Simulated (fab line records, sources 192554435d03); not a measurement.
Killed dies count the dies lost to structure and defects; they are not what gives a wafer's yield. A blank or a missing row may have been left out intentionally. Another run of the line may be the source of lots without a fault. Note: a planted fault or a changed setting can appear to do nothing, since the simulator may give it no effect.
A struck lot beside a sound one -- flow n5-finfet -- 38 out of 1938 route steps
Sound: wafers L456.1, L456.3, L456.5. Struck: wafer L472.3; the same lot's L472.6 was not struck, so it is left out; see the end for the cause.
Per side, at each step with rows, come the tool, then ch with its chambers, and then its first start. Under that, the readings that differ: sound wafers -- struck wafers -- difference of the means -- sigmas: that difference in standard deviations of wafers without a fault.
alike: same words and numbers on both sides, and readings whose means sit less than 2 such deviations apart. not compared: any withheld reading, any reading some wafer has no value for, any bound like >300 that may hide the same value, and any number with overlapping values for which the record gives no deviation.
A row with sigmas, a row that says differs or no value, or rows on one side alone: a step with any of these is where the two part. Non-overlapping numbers with no deviation appear without sigmas and do not part them. A reading that every wafer of one side lacks parts them only if that side has two wafers or more.

N5_DUMMY_GATE_ETCH_44: etches poly-Si in HBr/O2, stops on SiO2, target depth 127.5 nm.
  sound on rie-si-02 ch 0,2,3, day 3 18:11; struck on rie-si-03 ch 1, day 7 19:25
  alike: drypump-motor-current-A, oes-product-au, throttle-valve-pct
  not compared: rf-hours-counter-h
N5_DUMMY_GATE_CD_MEAS_24: the cd target is 15 nm.
  sound on cd-sem-02 at day 3 18:18; struck on cd-sem-01 at day 7 19:31
  alike: cd-nm
then, 7 steps without rows for these wafers: N5_DUMMY_GATE_ETCH_42 (etches SiO2 in CHF3/O2, target depth 3.5 nm, time 31 s); N5_DUMMY_GATE_STRIP_48 (strips in N2/H2, time 20 s); N5_DUMMY_GATE_PRECLEAN_33 (cleans in dHF, time 10 s); N5_DUMMY_GATE_PRECLEAN_25 (cleans in O3/DIW, time 45 s); N5_DUMMY_GATE_PRECLEAN_51 (cleans in SC2, time 45 s); N5_DUMMY_GATE_SRD_26 (time 30 s); N5_DUMMY_GATE_UV_OZONE_45 (time 120 s).
N5_DUMMY_GATE_INSPECT_27: inspects for defects (brightfield).
  sound on defect-inspect-02 at day 3 18:35; struck on defect-inspect-02 at day 7 19:49
  alike: raw-defect-count
N5_SPACER0_ALD_07: deposits SiNx, target thk 2 nm.
  sound on ald-sin-03 ch 1,2,3, day 3 18:45; struck on ald-sin-03 ch 1, day 7 19:51
  alike: heater-power-w
then, 1 step without rows for these wafers: N5_SPACER0_ALD_00 (deposits SiOCN, target thk 3.5 nm, pulse time 3 s, purge time 2 s).
N5_SPACER0_ALD_08: deposits SiNx, target thk 2 nm.
  sound on ald-sin-03 ch 1,2,3, day 3 19:10; struck on ald-sin-03 ch 1, day 7 20:16
reading,sound,struck,difference,sigmas
model.SiNx_of_SPACER0_ALD_08.thk-nm (nm),2 2 2,1.6,-0.4,
  alike: heater-power-w
N5_SPACER0_INSPECT_04: inspects for defects (darkfield).
  sound on defect-inspect-01 at day 3 19:19; struck on defect-inspect-02 at day 7 20:25
  alike: raw-defect-count
then, 8 steps without rows for these wafers: N5_SD_EPI_N_COAT_32 (time 60 s, resist thk 350 nm); N5_SD_EPI_N_COAT_33 (time 60 s, resist thk 35 nm); N5_SD_EPI_N_COAT_03 (resist thk 150 nm); N5_SD_EPI_N_EBR_05; N5_SD_EPI_N_SOFTBAKE_04 (time 60 s); N5_SD_EPI_N_EXPOSE_06 (exposes mask SD N BLK, target cd 120 nm); N5_SD_EPI_N_PEB_07 (peb time 60 s); N5_SD_EPI_N_DEVELOP_08 (develop time 30 s).
N5_SD_EPI_N_CD_MEAS_09: the cd target is 120 nm.
  sound on cd-sem-03 ch 0, day 3 19:43; struck on cd-sem-01 ch 0, day 7 20:49
reading,sound,struck,difference,sigmas
cd-nm (nm),120.2 119.9 120.0,118.8,-1.2,-2
N5_SD_EPI_N_OVL_MEAS_10:
  sound on overlay-02 ch 0, day 3 19:45; struck on overlay-02 ch 0, day 7 20:50
  alike: SD_N_BLK_OVL
N5_SD_EPI_N_INSPECT_11: inspects for defects (macro).
  sound on defect-inspect-02 at day 3 19:46; struck on defect-inspect-02 at day 7 20:52
reading,sound,struck,difference,sigmas
raw-defect-count,2 6 6,1,-4,-3
N5_SD_EPI_N_DESCUM_14: chemistry O2, time 7.9 s.
  sound on rie-diel-05 ch 0,2,3, day 3 19:49; struck on rie-diel-03 ch 3, day 7 20:54
  alike: drypump-motor-current-A, oes-product-au, rf-vpp-V, showerhead-plenum-p-Torr, throttle-valve-pct
  not compared: rf-hours-counter-h
then, 3 steps without rows for these wafers: N5_SD_EPI_N_ETCH_34 (etches SiARC in CF4, target depth 45.5 nm, time 75.8 s); N5_SD_EPI_N_ETCH_35 (etches SOC in N2/H2, overetch 108 nm, time 486 s); N5_SD_EPI_N_STRIP_36 (strips in N2/H2).
N5_SD_EPI_N_ETCHBACK_44: etches SiNx in CH3F/O2, stops on SiO2, target depth 14.5 nm.
  sound on rie-diel-05 ch 0,2,3, day 3 20:13; struck on rie-diel-03 ch 3, day 7 21:19
  alike: drypump-motor-current-A, oes-product-au, rf-vpp-V, showerhead-plenum-p-Torr, throttle-valve-pct
  not compared: rf-hours-counter-h
then, 3 steps without rows for these wafers: N5_SD_EPI_N_ETCH_45 (etches SiOCN in CH3F/O2, target depth 6 nm); N5_SD_EPI_N_ETCH_16 (etches SiO2 in CHF3/O2, target depth 5 nm); N5_SD_EPI_N_STRIP_47 (strips in CHF3/O2).
N5_SD_EPI_N_SD_RECESS_17: chemistry HBr/Cl2/O2, target depth 41 nm, time 23.7 s, bt time 3 s.
  sound on rie-si-06 ch 0,1,3, day 3 20:29; struck on rie-si-05 ch 1, day 7 21:35
reading,sound,struck,difference,sigmas
throttle-valve-pct (%),36.9 36.7 37.2,37.7,+0.8,+2
  alike: drypump-motor-current-A, oes-product-au
  not compared: rf-hours-counter-h
then, 1 step without rows for these wafers: N5_SD_EPI_N_STRIP_38 (strips in N2/H2).
N5_SD_EPI_N_WET_ETCH_43: etches SiO2 in dHF, time 14 s, target depth 1.5 nm.
  sound on wet-bench-03 ch 1,3,6, day 3 20:40; struck on wet-bench-03 ch 3, day 7 21:46
reading,sound,struck,difference,sigmas
model.SiNx_of_SPACER0_ALD_08.thk-nm (nm),1.6 1.6 1.6,1,-1,
then, 1 step without rows for these wafers: N5_SD_EPI_N_STRIP_18 (strips in SPM, time 750 s).
-- here the record skips 6 days between the struck wafers' starts before and after, leaving off in module SD_EPI_N and picking up in module BEOL_M4 (first step shown: number 1111 of the route) --
N5_BEOL_M4_RC_MEAS_101:
  sound on prober-01 ch 0, day 9 12:11; struck on prober-02 ch 0, day 13 23:16
reading,sound,struck,difference,sigmas
ION_P (uA/um),466 461 454,476,+16,+3
VT_P (mV),-251.5 -254.5 -252.9,-247.0,+6.0,+3
  alike: DIBL_N, DIBL_P, IOFF_N, IOFF_P, ION_N, SS_N, SS_P, VT_N

## WHERE THEY PART
At N5_SD_EPI_N_CD_MEAS_09 first; at N5_BEOL_M4_RC_MEAS_101 last (within this record only).

WHY: what had been put in by the simulator
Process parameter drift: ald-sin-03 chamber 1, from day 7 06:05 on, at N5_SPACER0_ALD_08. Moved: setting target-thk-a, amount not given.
